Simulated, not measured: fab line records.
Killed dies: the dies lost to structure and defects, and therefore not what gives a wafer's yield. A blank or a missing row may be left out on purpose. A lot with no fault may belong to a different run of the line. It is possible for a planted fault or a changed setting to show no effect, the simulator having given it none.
The tool behind it: which one? | flow nand_harc | route of 1302 steps, sampled at 1 step: 12 lots, 36 wafers

## WHAT THE GAUGES SHOWED, per wafer
NHARC_A_CONTACT_CD_MEAS_15.
lot  | measured     | on        | cd_nm (nm)
L075 | day 23 02:32 | cd_sem-01 | 190.5 190.6 189.9
L077 | day 23 08:09 | cd_sem-01 | 190.3 190.2 190.6
L076 | day 24 06:06 | cd_sem-03 | 191.0 191.2 191.0
L082 | day 25 12:35 | cd_sem-03 | 189.9 190.4 190.1
L083 | day 26 11:56 | cd_sem-03 | 190.7 190.5 190.6
L085 | day 27 00:21 | cd_sem-01 | 189.5 189.6 190.2
L087 | day 27 18:59 | cd_sem-01 | 188.8 188.9 189.1
L088 | day 28 16:29 | cd_sem-01 | 189.9 190.2 190.3
L090 | day 30 01:04 | cd_sem-01 | 189.8 190.3 189.7
L095 | day 30 15:13 | cd_sem-03 | 189.9 189.8 189.5
L096 | day 31 06:24 | cd_sem-01 | 190.1 189.6 189.7
L097 | day 31 21:11 | cd_sem-03 | 188.8 189.2 189.6

## EACH LOT AND THE TOOL THAT RAN IT (in order: tool; ch and the chambers of the sampled wafers; start)
No process step before these readings appears in the record.

## THE ANSWER, worked out from the rows above alone
Rule: the usual values come from the lots themselves. The widest of any qualifying gaps counts: lots, ordered by their means at a reading, are off when they make up no more than a third of the lots, leave a main group of 4 or more, and stand apart from it by 3 or more times the standard deviation of that group's means. A main group whose means are all the same, to the digits that the tables above print for the reading, isn't used. Also off: a lot with no number at a reading for which 4 or more lots have one. Any other lot the step has rows for is counted as sound.
None of the lots is off at any reading shown; this tells nothing.

## WHAT THE SIMULATOR HAD INSERTED
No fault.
